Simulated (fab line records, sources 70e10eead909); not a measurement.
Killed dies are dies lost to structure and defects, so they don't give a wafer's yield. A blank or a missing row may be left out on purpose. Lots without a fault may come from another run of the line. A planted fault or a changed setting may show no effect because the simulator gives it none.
fab line records | flow nand_harc
record lots=6 wafers=18 last_day=33
route steps=1302 shown P_START@1 P_ZERO_WELL@2 END@1302
lots that met no fault: from a run of the same line without faults
start_h: hours from the record's first day to the start of the lot's first wafer shown | wait_h: hours since the lot's step before | " the same as in the row above | L1.1+2: a row that stands for several wafers | - no value, or no start given | * or withheld: withheld | < > ~ a bound
route shown NAME@n: a module of which the file shows steps, and the number in the route of the first | usual: mean/standard deviation of fault-free wafers | same: alike in all rows | chamber/n: place in a boat | sites: the reading at each site | _std_site: their standard deviation | _edge_site: outer sites' mean less inner sites' | radius_mm: how far each site lies from the wafer's centre | mask NAME#n: copy n | behind: the tool/chamber that last shaped the wafer | hold: why the lot was held/for how many hours/how that ended | device: the transistor (n, p or np) that didn't switch | end of line: the same wafers' tests at the end of the route | a step without rows: its recipe alone | killed: dies lost to structure and defects at the first sort, not the wafer's yield | map: a wafer's dies, x killed, . not, _ none there
set.NAME: the setting as run; set.NAME@STEP: as run at that earlier step | model.NAME: the simulator's own value behind a step, which no gauge read
lots at some steps of the route; a table a step, a row a wafer
services: from which hour (start_h, from the record's first day; less than 0 if before it) a tool's chamber was out of use, for how many hours, and why
## steps
# step NHARC_P_START_INSPECT_01
# usual raw_defect_count=3.6/2.2
# columns lot.wafer tool chamber start_h wait_h raw_defect_count
L584.1 defect_inspect-01 - 50.04 - 6
L584.2 " - " " 4
L584.3 " - " " 5
L592.1 defect_inspect-01 - 130.04 - 3
L592.4 " - " " 3
L592.6 " - " " 8
L594.1 defect_inspect-02 - 150.04 - 2
L594.4 " - " " 1
L594.6 " - " " 3
L596.1 defect_inspect-01 - 170.04 - 6
L596.5 " - " " 2
L596.6 " - " " 7
L603.2 defect_inspect-02 - 240.04 - 7
L603.4 " - " " 3
L603.6 " - " " 3
L604.1 defect_inspect-01 - 250.04 - 7
L604.3 " - " " 3
L604.5 " - " " 4
# step NHARC_P_ZERO_WELL_PRECLEAN_00
# recipe time_s=600 temp_c=120 chemistry=SPM
# step NHARC_P_ZERO_WELL_SRD_01
# step NHARC_P_ZERO_WELL_PECVD_02
# recipe target_thk_a=100 temp_c=400 pressure_torr=6.5 rf_w=withheld teos_flow_sccm=withheld flow_sccm=2650 target_thk_nm=10 gas=O2 material=SiO2
# columns lot.wafer tool chamber start_h wait_h
L584.2+1+3 pecvd-02 0,1,2 50.45 -
L592.1+6+4 pecvd-02 0,1,2 130.45 -
L594.1+6+4 pecvd-02 0,0,1 150.45 -
L596.1+5+6 pecvd-04 1,1,2 170.45 -
L603.2+4+6 pecvd-04 1,2,0 240.60 -
L604.1+3+5 pecvd-01 0,2,0 250.45 -
# step NHARC_P_ZERO_WELL_DEHYDRATE_03
# recipe temp_c=150 time_s=120
# step NHARC_P_ZERO_WELL_HMDS_04
# recipe time_s=30
# step NHARC_P_ZERO_WELL_COAT_64
# recipe temp_c=200 time_s=65
# step NHARC_P_ZERO_WELL_COAT_05
# recipe spin_rpm=2000 resist_thk_nm=600
# step NHARC_P_ZERO_WELL_SOFTBAKE_06
# recipe temp_c=125 time_s=70
# step NHARC_P_ZERO_WELL_EBR_07
# step NHARC_P_ZERO_WELL_EXPOSE_08
# recipe na=0.55 target_cd_nm=500 dose_mj=33.8 mask_id=P_ZERO
# step NHARC_P_ZERO_WELL_PEB_09
# recipe peb_temp_c=128 peb_time_s=80
# step NHARC_P_ZERO_WELL_DEVELOP_10
# recipe time_s=50 dev_temp_c=22
# step NHARC_P_ZERO_WELL_CD_MEAS_11
# recipe target_cd_nm=500 landing_energy_ev=500
# usual cd_nm=500.4/1.6
# columns lot.wafer tool chamber start_h wait_h cd_nm
L584.1 cd_sem-02 0 51.12 - 502.9
L584.2 " 0 " " 502.6
L584.3 " 0 " " 501.0
L592.1 cd_sem-02 0 131.12 - 498.3
L592.4 " 0 " " 499.2
L592.6 " 0 " " 499.8
L594.1 cd_sem-01 0 151.24 - 502.7
L594.4 " 0 " " 500.8
L594.6 " 0 " " 500.0
L596.1 cd_sem-03 0 171.24 - 501.8
L596.5 " 0 " " 499.0
L596.6 " 0 " " 500.3
L603.2 cd_sem-01 0 241.19 - 501.2
L603.4 " 0 " " 504.0
L603.6 " 0 " " 501.4
L604.1 cd_sem-02 0 251.12 - 500.9
L604.3 " 0 " " 502.0
L604.5 " 0 " " 501.9
# step NHARC_P_ZERO_WELL_HARDBAKE_12
# recipe temp_c=118 time_s=65
# step NHARC_P_ZERO_WELL_DESCUM_13
# recipe time_s=3 o2_flow_sccm=200 ar_flow_sccm=0 bias_power_w=0 chemistry=O2
# usual chamber_pressure_mTorr=59.99/0.055 drypump_motor_current_A=5.8/0.53 oes_product_au=1.003/0.0096 rf_vpp_V=57.6/0.89 showerhead_plenum_p_Torr=1.89/0.082 throttle_valve_pct=11.311/0.0092
# same time_s=3
# columns lot.wafer tool chamber start_h wait_h chamber_pressure_mTorr drypump_motor_current_A oes_product_au rf_hours_counter_h rf_vpp_V showerhead_plenum_p_Torr throttle_valve_pct
L584.1 rie_diel-07 3 51.28 - 59.89 6.3 1.016 32 59.3 2.02 11.309
L584.2 " 0 " " 60.06 5.5 1.008 28 57.9 1.83 11.316
L584.3 " 1 " " 60.02 6.1 1.008 21 58.2 1.99 11.310
L592.1 rie_diel-10 2 131.27 - 59.97 6.2 0.990 15 57.5 1.79 11.309
L592.4 " 1 " " 59.99 6.4 0.988 16 58.4 1.85 11.317
L592.6 " 2 " " 60.03 6.1 0.990 - 56.9 1.79 11.315
L594.4 rie_diel-03 3 151.40 - 60.06 5.4 1.012 10 57.3 1.85 11.305
L594.1 " 0 " " 59.90 6.2 0.990 6 57.1 1.87 11.309
L594.6 " 2 " " 59.90 5.2 1.002 - 57.7 2.02 11.329
L596.1 rie_diel-10 3 171.39 - 59.97 4.6 0.997 32 58.5 1.96 11.305
L596.5 " 3 " " 60.01 4.7 0.998 - 58.8 1.96 11.311
L596.6 " 0 " " 60.03 5.6 0.986 - 58.7 1.95 11.309
L603.4 rie_diel-03 0 241.34 - 59.97 6.3 1.001 35 58.6 1.86 11.312
L603.2 " 3 " " 60.00 5.3 1.014 38 56.7 1.84 11.319
L603.6 " 1 " " 59.99 6.2 0.998 - 56.8 1.78 11.308
L604.1 rie_diel-03 1 251.90 - 60.01 6.2 1.002 45 57.5 1.78 11.319
L604.3 " 0 " " 59.96 6.3 1.000 40 58.7 1.86 11.316
L604.5 " 1 " " 59.97 6.2 0.998 - 56.7 1.78 11.309
# step NHARC_P_ZERO_WELL_ETCH_65
# recipe target_depth_a=800 overetch_a=240 time_s=87.88 ion_energy_ev=200 n2_flow_sccm=150 h2_flow_sccm=150 ar_flow_sccm=0 rf_w=400 bias_w=150 chemistry=N2/H2
# usual chamber_pressure_mTorr=30.00/0.032 drypump_motor_current_A=5.8/0.51 oes_product_au=1.002/0.011 rf_vpp_V=430.0/2.6 showerhead_plenum_p_Torr=2.02/0.088 throttle_valve_pct=14.171/0.0095
# same time_s=87.88
# columns lot.wafer tool chamber start_h wait_h chamber_pressure_mTorr drypump_motor_current_A oes_product_au rf_hours_counter_h rf_vpp_V showerhead_plenum_p_Torr throttle_valve_pct
L584.1 rie_diel-07 2 51.37 0.1 30.00 6.0 1.008 32 428.6 1.96 14.154
L584.2 " 3 " " 29.97 6.3 1.024 32 433.1 2.16 14.174
L584.3 " 0 " " 29.99 5.6 0.996 28 428.8 1.95 14.174
L592.4 rie_diel-10 2 131.37 0.1 29.99 6.2 0.987 15 425.2 1.90 14.168
L592.1 " 3 " " 29.97 4.6 0.999 15 432.1 2.09 14.186
L592.6 " 0 " " 30.04 5.5 0.994 - 431.2 2.08 14.177
L594.4 rie_diel-03 2 151.66 0.3 29.95 5.2 1.004 11 434.2 2.16 14.179
L594.1 " 3 " " 30.00 5.4 1.014 11 429.3 1.97 14.178
L594.6 " 1 " " 29.99 6.2 0.995 - 427.2 1.91 14.148
L596.1 rie_diel-10 2 171.49 0.1 30.02 6.1 0.987 30 426.4 1.90 14.162
L596.5 " 0 " " 30.02 5.5 1.001 - 432.2 2.08 14.178
L596.6 " 1 " " 29.99 6.5 0.991 - 427.3 1.97 14.170
L603.4 rie_diel-03 2 241.43 0.1 29.94 5.2 1.005 40 433.7 2.15 14.173
L603.2 " 0 " " 30.01 6.3 0.999 35 430.1 1.98 14.162
L603.6 " 2 " " 29.97 5.2 1.003 - 434.3 2.15 14.164
L604.1 rie_diel-03 0 252.15 0.2 30.02 6.3 0.999 41 429.5 1.98 14.179
L604.3 " 1 " " 30.02 6.2 0.996 45 425.9 1.89 14.181
L604.5 " 3 " " 29.99 5.3 1.018 - 428.7 1.96 14.174
# step NHARC_P_ZERO_WELL_ETCH_62
# recipe target_depth_a=130 time_s=6.5 chf3_flow_sccm=50 ar_flow_sccm=200 rf_w=500 bias_w=200 chemistry=CHF3/Ar
# usual chamber_pressure_mTorr=25.001/0.025 drypump_motor_current_A=5.8/0.51 oes_product_au=0.959/0.016 rf_vpp_V=370.1/2.2 showerhead_plenum_p_Torr=2.32/0.096 throttle_valve_pct=20.218/0.0092
# same time_s=6.5
# columns lot.wafer tool chamber start_h wait_h chamber_pressure_mTorr drypump_motor_current_A oes_product_au rf_hours_counter_h rf_vpp_V showerhead_plenum_p_Torr throttle_valve_pct
L584.1 rie_diel-07 2 - - 25.025 6.0 0.946 32 369.1 2.25 20.220
L584.3 " 3 " " 24.982 6.3 0.961 32 372.7 2.47 20.215
L584.2 " 0 " " 24.970 5.6 0.942 28 368.0 2.25 20.221
L592.1 rie_diel-10 0 - - 24.968 5.6 0.979 18 370.4 2.39 20.222
L592.4 " 1 " " 25.013 6.4 0.967 16 368.9 2.27 20.228
L592.6 " 1 " " 24.988 6.4 0.955 - 369.8 2.27 20.228
L594.4 rie_diel-03 3 - - 25.018 5.4 0.960 11 370.1 2.27 20.226
L594.1 " 1 " " 24.942 6.2 0.963 10 367.4 2.20 20.230
L594.6 " 2 " " 24.935 5.2 0.951 - 372.6 2.47 20.227
L596.1 rie_diel-10 1 - - 24.987 6.4 0.983 30 371.0 2.27 20.213
L596.5 " 2 " " 24.986 6.1 0.973 - 369.7 2.19 20.227
L596.6 " 3 " " 24.999 4.6 0.954 - 371.8 2.39 20.204
L603.4 rie_diel-03 2 - - 24.959 5.2 0.923 40 374.4 2.46 20.220
L603.2 " 3 " " 24.998 5.3 0.937 38 369.0 2.26 20.214
L603.6 " 3 " " 25.019 5.3 0.929 - 368.1 2.26 20.224
L604.3 rie_diel-03 0 - - 24.989 6.2 0.930 41 370.8 2.28 20.213
L604.1 " 3 " " 25.041 5.4 0.949 43 370.2 2.26 20.217
L604.5 " 1 " " 24.990 6.2 0.921 - 367.3 2.19 20.226
# step NHARC_P_ZERO_WELL_ETCH_63
# recipe target_depth_a=1200 time_s=40.1 hbr_flow_sccm=150 cl2_flow_sccm=50 rf_w=400 icp_w=400 bias_w=100 chemistry=HBr/Cl2
# usual chamber_pressure_mTorr=14.999/0.015 drypump_motor_current_A=5.9/0.42 oes_product_au=1.004/0.01 throttle_valve_pct=26.405/0.0096
# same time_s=40.1
# columns lot.wafer tool chamber start_h wait_h chamber_pressure_mTorr drypump_motor_current_A oes_product_au rf_hours_counter_h throttle_valve_pct
L584.1 rie_si-04 1 51.53 - 15.021 5.6 1.001 0.40 26.395
L584.2 " 3 " " 14.997 6.7 1.006 0.45 26.405
L584.3 " 0 " " 15.004 5.7 1.018 0.42 26.400
L592.1 rie_si-02 3 131.53 - 14.989 5.8 0.979 0.12 26.402
L592.4 " 0 " " 14.972 6.0 0.999 0.19 26.413
L592.6 " 0 " " 15.026 6.0 0.995 - 26.413
L594.1 rie_si-03 1 151.86 - 14.990 5.8 1.015 0.54 26.415
L594.4 " 0 " " 15.032 6.5 1.015 0.49 26.407
L594.6 " 1 " " 15.015 5.8 1.017 - 26.405
L596.1 rie_si-03 3 171.66 - 14.985 5.6 0.998 0.63 26.401
L596.5 " 2 " " 14.989 5.1 1.010 - 26.411
L596.6 " 3 " " 14.989 5.6 0.994 - 26.393
L603.4 rie_si-03 3 241.61 - 14.995 5.6 1.009 0.11 26.400
L603.2 " 1 " " 15.010 5.8 1.017 0.06 26.422
L603.6 " 2 " " 14.994 5.1 1.015 - 26.414
L604.3 rie_si-02 3 252.66 - 14.989 5.8 1.000 0.76 26.419
L604.1 " 1 " " 14.998 6.1 1.017 0.94 26.419
L604.5 " 2 " " 15.013 5.9 1.016 - 26.413
# step NHARC_P_ZERO_WELL_STRIP_15
# recipe time_s=900 temp_c=130 chemistry=SPM
# step NHARC_P_ZERO_WELL_DEHYDRATE_16
# recipe temp_c=150 time_s=120
# step NHARC_P_ZERO_WELL_HMDS_17
# recipe time_s=30
# step NHARC_P_ZERO_WELL_COAT_18
# recipe spin_rpm=withheld
# step NHARC_P_ZERO_WELL_SOFTBAKE_19
# recipe temp_c=122 time_s=95
# step NHARC_P_ZERO_WELL_EBR_20
# step NHARC_P_ZERO_WELL_EXPOSE_21
# recipe na=0.6 target_cd_nm=720 dose_mj=22.31 mask_id=P_NWELL
# step NHARC_P_ZERO_WELL_PEB_22
# recipe peb_temp_c=118 peb_time_s=85
# step NHARC_P_ZERO_WELL_DEVELOP_23
# recipe time_s=70
# step NHARC_P_ZERO_WELL_CD_MEAS_24
# recipe target_cd_nm=720 landing_energy_ev=500
# usual cd_nm=719.7/1.6
# columns lot.wafer tool chamber start_h wait_h cd_nm
L584.1 cd_sem-01 0 52.34 - 720.6
L584.2 " 0 " " 720.4
L584.3 " 0 " " 719.2
L592.1 cd_sem-01 0 132.45 - 721.1
L592.4 " 0 " " 718.1
L592.6 " 0 " " 720.4
L594.1 cd_sem-02 0 152.78 - 718.7
L594.4 " 0 " " 718.9
L594.6 " 0 " " 721.9
L596.1 cd_sem-01 0 172.58 - 717.9
L596.5 " 0 " " 718.3
L596.6 " 0 " " 720.4
L603.2 cd_sem-01 0 242.46 - 717.6
L603.4 " 0 " " 718.8
L603.6 " 0 " " 717.1
L604.1 cd_sem-01 0 253.57 - 722.3
L604.3 " 0 " " 721.3
L604.5 " 0 " " 723.1
# step NHARC_P_ZERO_WELL_HARDBAKE_25
# recipe temp_c=125 time_s=80
# step NHARC_P_ZERO_WELL_DESCUM_26
# recipe time_s=3 o2_flow_sccm=200 ar_flow_sccm=0 bias_power_w=0 chemistry=O2
# usual chamber_pressure_mTorr=59.99/0.054 drypump_motor_current_A=5.8/0.49 oes_product_au=1.002/0.011 rf_vpp_V=57.7/0.87 showerhead_plenum_p_Torr=1.90/0.087 throttle_valve_pct=11.312/0.0091
# same time_s=3
# columns lot.wafer tool chamber start_h wait_h chamber_pressure_mTorr drypump_motor_current_A oes_product_au rf_hours_counter_h rf_vpp_V showerhead_plenum_p_Torr throttle_valve_pct
L584.3 rie_diel-07 2 52.50 - 59.97 6.0 1.008 32 58.0 1.84 11.311
L584.1 " 3 " " 60.03 6.3 1.018 32 57.8 2.02 11.312
L584.2 " 0 " " 60.12 5.6 0.993 28 56.4 1.83 11.310
L592.1 rie_diel-07 3 132.61 - 60.05 6.3 1.014 1 58.2 2.01 11.310
L592.4 " 3 " " 60.08 6.3 0.991 - 57.5 2.01 11.312
L592.6 " 2 " " 59.95 6.0 1.004 - 56.4 1.83 11.307
L594.4 rie_diel-03 1 152.94 - 60.02 6.2 1.001 11 57.7 1.79 11.307
L594.1 " 2 " " 60.01 5.3 0.993 11 56.1 2.02 11.305
L594.6 " 1 " " 59.96 6.2 0.994 - 57.0 1.79 11.307
L596.1 rie_diel-03 3 172.77 - 60.01 5.4 1.018 19 59.1 1.85 11.315
L596.5 " 0 " " 59.96 6.3 0.999 - 57.5 1.86 11.300
L596.6 " 1 " " 60.07 6.2 0.991 - 56.8 1.79 11.308
L603.4 rie_diel-07 1 242.62 - 60.05 6.1 1.010 35 57.4 1.97 11.312
L603.2 " 2 " " 60.00 5.9 1.021 36 57.7 1.82 11.311
L603.6 " 2 " " 59.92 5.9 1.009 - 58.4 1.82 11.307
L604.3 rie_diel-10 0 253.75 - 60.04 5.5 1.001 0 58.5 1.94 11.315
L604.1 " 1 " " 60.01 6.4 0.984 0 57.1 1.84 11.311
L604.5 " 2 " " 59.89 6.1 0.993 - 57.7 2.08 11.331
# step NHARC_P_ZERO_WELL_IMPLANT_27
# recipe energy_kev=600 dose_cm2=1e+13 tilt_deg=7
# step NHARC_P_ZERO_WELL_IMPLANT_57
# recipe energy_kev=250 dose_cm2=4e+12 tilt_deg=7
# step NHARC_P_ZERO_WELL_INSPECT_43
# usual raw_defect_count=14/6.2
# columns lot.wafer tool chamber start_h wait_h raw_defect_count
L584.1 defect_inspect-02 - 57.58 0.6 38
L584.2 " - " " 33
L584.3 " - " " 23
L592.1 defect_inspect-01 - 137.62 0.6 591
L592.4 " - " " 608
L592.6 " - " " 619
L594.1 defect_inspect-01 - 157.88 0.6 630
L594.4 " - " " 613
L594.6 " - " " 594
L596.1 defect_inspect-02 - 177.70 0.6 5
L596.5 " - " " 8
L596.6 " - " " 8
L603.2 defect_inspect-02 - 247.70 0.5 14
L603.4 " - " " 18
L603.6 " - " " 8
L604.1 defect_inspect-02 - 258.58 0.6 21
L604.3 " - " " 14
L604.5 " - " " 14
# step NHARC_END_SORT_01
# recipe temp_c=25
# usual killed_at_array=59/20 killed_at_other=0.8/1 killed_at_periphery=3.2/2.1 killed_dies=63/21 killed_open=3.0/1.9 killed_short=2.3/1.5
# same gross_dies=677
# columns lot.wafer tool chamber start_h wait_h killed_at_array killed_at_other killed_at_periphery killed_dies killed_open killed_short
L584.1 prober-01 0 605.38 2.5 17 1 5 23 2 2
L584.2 prober-01 0 606.17 2.8 24 0 6 30 4 3
L584.3 prober-01 0 606.96 3.1 23 0 4 27 4 2
L592.1 prober-01 0 685.88 2.5 60 0 65 125 4 2
L592.4 prober-01 0 688.25 3.4 61 0 88 149 3 4
L592.6 prober-01 0 689.84 4.0 58 0 71 129 2 1
L594.1 prober-01 0 693.67 2.5 60 0 60 120 1 0
L594.4 prober-01 0 696.06 3.4 50 0 61 111 2 4
L594.6 prober-01 0 697.65 4.0 71 0 59 130 1 0
# killed by level:class
L584.1 A_CHANNEL_HOLE_D2:chamber_film_flake=11 P_M1:chamber_film_flake=4 P_M0:geometric_particle:open=1 A_CHANNEL_FILL_D1:geometric_particle:short=1 A_ONON_D2:geometric_particle:open=1 A_STAIRCASE:geometric_particle:short=1 A_CHANNEL_HOLE_D1:chamber_film_flake=1 THIN_TSV:chamber_film_flake=1
L584.2 A_CHANNEL_HOLE_D2:chamber_film_flake=11 P_M1:chamber_film_flake=4 A_CONTACT:chamber_film_flake=3 A_STAIRCASE:chamber_film_flake=2 P_CONTACT:geometric_particle:short=1 A_SOURCE_PLATE:geometric_particle:open=1 A_ONON_D1:geometric_particle:short=1 A_ONON_D1:geometric_particle:open=1
L584.3 A_CHANNEL_HOLE_D2:chamber_film_flake=13 A_DECK1_JOINT:chamber_film_flake=2 A_STAIRCASE:chamber_film_flake=2 P_CONTACT:geometric_particle:open=1 P_M1:geometric_particle:open=1 A_SOURCE_PLATE:geometric_particle:open=1 A_ONON_D1:geometric_particle:short=1 A_ONON_D2:geometric_particle:short=1
L592.1 P_ZERO_WELL:unspecified=61 A_SLIT:chamber_film_flake=28 A_CONTACT:chamber_film_flake=11 A_CHANNEL_HOLE_D1:chamber_film_flake=8 A_SGD_CUT:chamber_film_flake=3 A_CHANNEL_HOLE_D2:chamber_film_flake=2 A_STAIRCASE:chamber_film_flake=2 A_WL_FILL:chamber_film_flake=2
L592.4 P_ZERO_WELL:unspecified=88 A_SLIT:chamber_film_flake=34 A_CONTACT:chamber_film_flake=8 A_SGD_CUT:chamber_film_flake=4 A_CHANNEL_HOLE_D1:chamber_film_flake=3 A_STAIRCASE:chamber_film_flake=3 A_ONON_D1:geometric_particle:open=2 A_M0:geometric_particle:short=2
L592.6 P_ZERO_WELL:unspecified=66 A_SLIT:chamber_film_flake=33 A_CONTACT:chamber_film_flake=8 A_CHANNEL_HOLE_D1:chamber_film_flake=4 A_CHANNEL_HOLE_D2:chamber_film_flake=3 A_STAIRCASE:chamber_film_flake=3 P_ZERO_WELL:chamber_film_flake=2 P_STI:chamber_film_flake=2
L594.1 P_ZERO_WELL:unspecified=60 A_CHANNEL_HOLE_D1:chamber_film_flake=27 A_CHANNEL_HOLE_D2:chamber_film_flake=16 A_STAIRCASE:chamber_film_flake=4 A_CHANNEL_FILL_D1:chamber_film_flake=2 A_CHANNEL_FILL_D2:chamber_film_flake=2 A_SGD_CUT:chamber_film_flake=2 A_CONTACT:chamber_film_flake=2
L594.4 P_ZERO_WELL:unspecified=57 A_CHANNEL_HOLE_D2:chamber_film_flake=21 A_CHANNEL_HOLE_D1:chamber_film_flake=13 A_CONTACT:chamber_film_flake=6 A_STAIRCASE:chamber_film_flake=3 A_CHANNEL_FILL_D1:geometric_particle:short=2 P_GATE:chamber_film_flake=2 A_ZERO_WELL:chamber_film_flake=2
L594.6 P_ZERO_WELL:unspecified=58 A_CHANNEL_HOLE_D2:chamber_film_flake=32 A_CHANNEL_HOLE_D1:chamber_film_flake=21 A_CONTACT:chamber_film_flake=10 A_STAIRCASE:chamber_film_flake=5 A_SLIT:chamber_film_flake=2 P_GATE:geometric_particle:open=1 A_M1:chamber_film_flake=1
# map L592.4 (x killed, . not)
____________.____________
_________......._________
_______..........._______
______.x...........______
_____..............._____
____................x____
____.................____
___......xx.........x.___
___......x..x.........___
__.....................__
__.....................__
_....x.................._
_.x...xxx..............._
_x........xx.x.........._
_......xx.x............._
_......xxx...x.........._
.........xx....x.........
.......xxxx....x.........
.x..x....xxxxxx.xx.......
........xxxx.x.xxxxx.....
.......xx.xx..xxxxxx.x...
_..x...xx.xx.xxxxxxx...._
_.......xxx..xxxxxxxx..._
_...........xxxxxxxxxx.._
_............xxxxxxxxx.._
_............xxxxxxx...._
__...........xxxxxxxx..__
__..........xxxxxxxxxx.__
___...........xxxxxx.x___
___...........xxxxx...___
____..........xxx.xx.____
____..........x......____
_____...........xx.._____
______.............______
_______..........._______
_________......._________
____________.____________
# map L594.6 (x killed, . not)
____________.____________
_________......._________
_______..........._______
______.............______
_____x......x......._____
____xx...............____
____x..x.............____
___xxx..............x.___
___xx.................___
__xxxxx................__
__xxxx.................__
_.xx.x.......x.........._
_......................._
_......x...x........x..._
_.....xxx..x............_
_........xx.......x....._
.......x.xxx.........x...
.........xxxx.......x....
.........x.x.............
........x.x...........x..
.....x..xxx..............
_......xx..x............_
_............x.........x_
_.......x..x.......x...._
_............x......x..x_
_..............x....x..._
__.................x...__
__.....x........xxxx...__
___..........xxxxxxxx.___
___..........xxxxxxxx.___
____xx.......xxxxxxxx____
____..xx.....xxxxxxxx____
_____........xxxxxxx_____
______......xxxxxxx______
_______......xxxxx_______
_________.....xx_________
____________.____________
## services
# columns tool chamber start_h hours kind
rie_diel-10 3 35.87 16.2 repair
rie_si-03 2 42.27 4.4 repair
rie_diel-03 2 42.36 9.5 repair
rie_si-03 - 44.00 9.0 pm
pecvd-02 - 54.97 13.0 pm
rie_diel-07 2 62.27 5.1 repair
rie_diel-10 - 67.12 9.0 pm
rie_diel-03 2 89.74 2.0 repair
rie_diel-03 1 100.46 4.5 repair
rie_diel-10 - 101.29 1.2 repair
rie_diel-10 - 106.46 0.3 repair
rie_diel-03 - 107.60 9.0 pm
rie_diel-10 3 111.46 8.3 repair
rie_si-03 - 112.61 0.3 repair
rie_diel-10 - 115.42 0.7 repair
rie_diel-07 0 117.13 9.4 repair
rie_diel-07 - 117.60 9.0 pm
rie_diel-07 0 149.12 37.4 repair
rie_diel-03 1 173.72 6.8 repair
rie_si-03 - 221.00 9.0 pm
rie_diel-10 2 230.75 2.6 repair
pecvd-02 - 235.97 13.0 pm
rie_diel-10 - 244.12 9.0 pm
rie_diel-03 2 249.87 12.2 repair
## key
first_sign step=NHARC_P_ZERO_WELL_INSPECT_43 reading=raw_defect_count direction=up sigmas=96 usual=14 struck=609
effect step=NHARC_END_SORT_01 reading=killed_at_periphery direction=up sigmas=30 usual=3.2 struck=67.3
more_kills_born_at NHARC_P_ZERO_WELL_PECVD_02@pecvd-02=390
met_at NHARC_P_ZERO_WELL_PECVD_02
struck_wafers L592.1,L592.4,L592.6,L594.1,L594.4,L594.6
tester_left_out L592,L594
onset_between 50.45 130.45
fault kind=chamber_particle_source tool=pecvd-02 chamber=- onset_h=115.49 steps=NHARC_P_ZERO_WELL_PECVD_02 rate_per_visit_cm2=0.91945 end_h=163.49
# tester_left_out: of these lots the tester's yield and bins aren't shown, on N5 and GAA mostly nor the transistor test; their killed dies are dies lost to structure and defects alone, not to doping, threshold or leakage, so they don't give the yield
